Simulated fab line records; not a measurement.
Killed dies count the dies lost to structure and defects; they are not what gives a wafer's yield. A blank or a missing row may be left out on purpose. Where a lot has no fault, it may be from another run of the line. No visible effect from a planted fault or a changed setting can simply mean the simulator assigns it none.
Chamber matching	flow n5_finfet	ald_sin-04 running N5_FIN_SAQP_ALD_61: 4 sister chambers
The step deposits SiO2, target thk 4 nm, pulse time 1 s, purge time 2 s. 8 wafers are shown with their chamber, then 8 later ones without.

WAFERS WITH THEIR CHAMBER
wafer	chamber	heater_power_w (W)	precursor_pulse_height_rel
L083.5	2	451	0.982
L086.2	0	510	1.030
L086.3	1	458	0.964
L086.4	1	469	1.050
L089.2	3	407	1.000
L089.3	0	512	1.015
L089.6	2	464	1.003
L092.1	3	413	0.992

WAFERS WITHOUT THEIR CHAMBER
wafer	heater_power_w (W)	precursor_pulse_height_rel
L092.2	461	1.002
L092.4	468	0.997
L094.1	410	1.026
L094.2	471	1.009
L094.3	516	1.006
L094.4	461	1.023
L094.5	520	1.030
L094.6	400	1.028

WHICH CHAMBER EACH ONE RAN IN
wafer	from the rows above	in truth
L092.2	can't be placed: 1 or 2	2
L092.4	can't be placed: 1 or 2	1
L094.1	3	3
L094.2	can't be placed: 1 or 2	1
L094.3	0	0
L094.4	can't be placed: 1 or 2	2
L094.5	0	0
L094.6	3	3
4 of 8 placed correctly. Can't be placed from these rows: 4 (the true chamber is among the candidates in 4). Number placed wrongly: 0.
How it was worked out, from the rows above alone: a wafer's distance from a chamber is the root of the sum, over the readings, of the square of ((its reading less the chamber's mean) divided by the reading's scatter). If the next closest chamber is less than 2 further off than the closest, the wafer can't be placed; otherwise it belongs to the closest. The mean given for a chamber averages the wafers shown for that chamber. How the scatter is found: for the shown wafers, subtract from each reading the mean of its chamber, square and add these, divide the total by (wafers less chambers), then take the root.
